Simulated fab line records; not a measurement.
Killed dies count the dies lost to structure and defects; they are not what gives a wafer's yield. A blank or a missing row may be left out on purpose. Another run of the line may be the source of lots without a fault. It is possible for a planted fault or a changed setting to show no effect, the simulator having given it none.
Code-filled problem report in 8D (eight disciplines) form | flow n5_finfet | the parts of the form that need people (team, actions taken, sign-off) are left out

1. WHAT IS WRONG
TV_OVL at N5_PASSIVATION_OVL_MEAS_60 reads a mean of 808 nm on 6 wafers of 2 lots; wafers without a fault read 1 nm with a standard deviation of 5.7. That is +99 or more standard deviations from the usual mean.
First observed at day 17 15:50: wafer L919.1, on overlay-02. At this step, 30 wafers from 10 lots have a number in the record. By rule, "out" or "out of limits" means more than 4 standard deviations away from the usual mean. The other wafers with a number count as sound.

2. WHAT THIS IS AND IS NOT
question                    | is                     | is not
which readings at this step | TV_OVL                 | -
which lots                  | L910, L919             | L908, L909, L911, L915, L920, L923, L925, L926
which wafers of those lots  | all that have a number | -
read on which gauges        | overlay-01, overlay-02 | -
when                        | from day 17 15:50      | up to then (12 sound wafers); but 12 sound wafers of L920, L923, L925, L926 came after

3. SUSPECTS, AND WHAT RULES EACH OUT
Counting: a tool at a process step up to the reading stays a suspect if it ran every lot that is out and no sound lot after the first of them.
- the gauge at N5_PASSIVATION_OVL_MEAS_60: ruled out. The wafers that are out were read on 2 gauges (overlay-01, overlay-02).
- krf_scanner-01 at N5_PASSIVATION_EXPOSE_07 (exposes mask TV, defocus 0 nm, target cd 3000 nm): kept. It processed each lot that is out, first L919 at day 17 15:37, and no sound lot thereafter; up to then, the last sound lot it processed was L911 at day 15 06:30.
The count leaves krf_scanner-01 at N5_PASSIVATION_EXPOSE_07.

4. THE CAUSE (what the simulator had put in)
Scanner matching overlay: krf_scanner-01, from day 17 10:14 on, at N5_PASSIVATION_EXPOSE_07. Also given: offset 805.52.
Counting left only this tool.

5. THE EFFECT CHAIN, in route order
Each row: a reading where the mean over the struck wafers with a number is more than 3 standard deviations away from the usual. Only readings whose record carries a usual standard deviation are examined. hours: median over the lots of the time between each lot's start at the first step of this table that gives one and its start at this step. sigmas: the change, counted in usual standard deviations.
hours | step                       | reading | usual | on struck wafers | change | sigmas
0     | N5_PASSIVATION_OVL_MEAS_60 | TV_OVL  | 1 nm  | 808              | +807   | +99 or more

6. WHAT WOULD HAVE CAUGHT IT SOONER
Counted from the fault's start at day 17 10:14, it took 6 hours until the first out-of-limits reading at a measuring or inspecting step in this record, taken at day 17 15:50.
No tool reading at N5_PASSIVATION_EXPOSE_07 that has a usual standard deviation in the record was out on any struck wafer, so an alarm limit of 4 standard deviations on those readings would not have fired.
L910, from the lots that are out (2), started N5_PASSIVATION_EXPOSE_07 on krf_scanner-01 later than day 17 15:50. Putting the tool on hold at that point would have spared it.
